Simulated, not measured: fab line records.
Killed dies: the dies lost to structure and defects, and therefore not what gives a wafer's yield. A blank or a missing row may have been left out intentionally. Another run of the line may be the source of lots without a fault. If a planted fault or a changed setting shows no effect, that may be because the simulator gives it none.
Matching of chambers / flow n5-finfet / rie-diel-03 running N5_BEOL_M3_ETCH_63: 4 sister chambers
The step etches SiARC in CF4, target depth 15.6 nm, time 26 s. 8 wafers are shown with their chamber, then 6 later ones without.

## WAFERS WITH THEIR CHAMBER
wafer=L165.5; chamber=0; etch-rf-on-time-s (s)=24.2; throttle-valve-pct (%)=15.70
wafer=L172.3; chamber=0; etch-rf-on-time-s (s)=24.6; throttle-valve-pct (%)=15.74
wafer=L171.6; chamber=3; etch-rf-on-time-s (s)=26.2; throttle-valve-pct (%)=15.54
wafer=L177.3; chamber=1; etch-rf-on-time-s (s)=25.0; throttle-valve-pct (%)=15.96
wafer=L177.4; chamber=2; etch-rf-on-time-s (s)=25.2; throttle-valve-pct (%)=15.16
wafer=L177.5; chamber=1; etch-rf-on-time-s (s)=24.9; throttle-valve-pct (%)=15.92
wafer=L181.3; chamber=2; etch-rf-on-time-s (s)=25.3; throttle-valve-pct (%)=15.17
wafer=L181.4; chamber=3; etch-rf-on-time-s (s)=25.9; throttle-valve-pct (%)=15.08

## WAFERS WITH NO CHAMBER GIVEN
wafer=L184.1; etch-rf-on-time-s (s)=25.4; throttle-valve-pct (%)=15.17
wafer=L184.4; etch-rf-on-time-s (s)=25.2; throttle-valve-pct (%)=15.98
wafer=L184.6; etch-rf-on-time-s (s)=26.1; throttle-valve-pct (%)=15.10
wafer=L185.1; etch-rf-on-time-s (s)=24.9; throttle-valve-pct (%)=15.96
wafer=L185.4; etch-rf-on-time-s (s)=25.2; throttle-valve-pct (%)=15.19
wafer=L185.6; etch-rf-on-time-s (s)=25.2; throttle-valve-pct (%)=15.20

## CHAMBER TAKEN BY EACH
wafer=L184.1; from the rows above=2; in truth=2
wafer=L184.4; from the rows above=1; in truth=1
wafer=L184.6; from the rows above=3; in truth=3
wafer=L185.1; from the rows above=1; in truth=1
wafer=L185.4; from the rows above=2; in truth=2
wafer=L185.6; from the rows above=2; in truth=2
Placed correctly: 6 of 6. Can't be placed from these rows: 0. Placed wrongly: 0.
How it was worked out, from the rows above alone: a wafer's distance from a chamber is the root of the sum, over the readings, of the square of ((its reading less the chamber's mean) divided by the reading's scatter). If the next closest chamber is less than 2 further off than the closest, the wafer can't be placed; otherwise it belongs to the closest. The mean given for a chamber averages the wafers shown for that chamber. How the scatter is found: for the shown wafers, subtract from each reading the mean of its chamber, square and add these, divide the total by (wafers less chambers), then take the root.
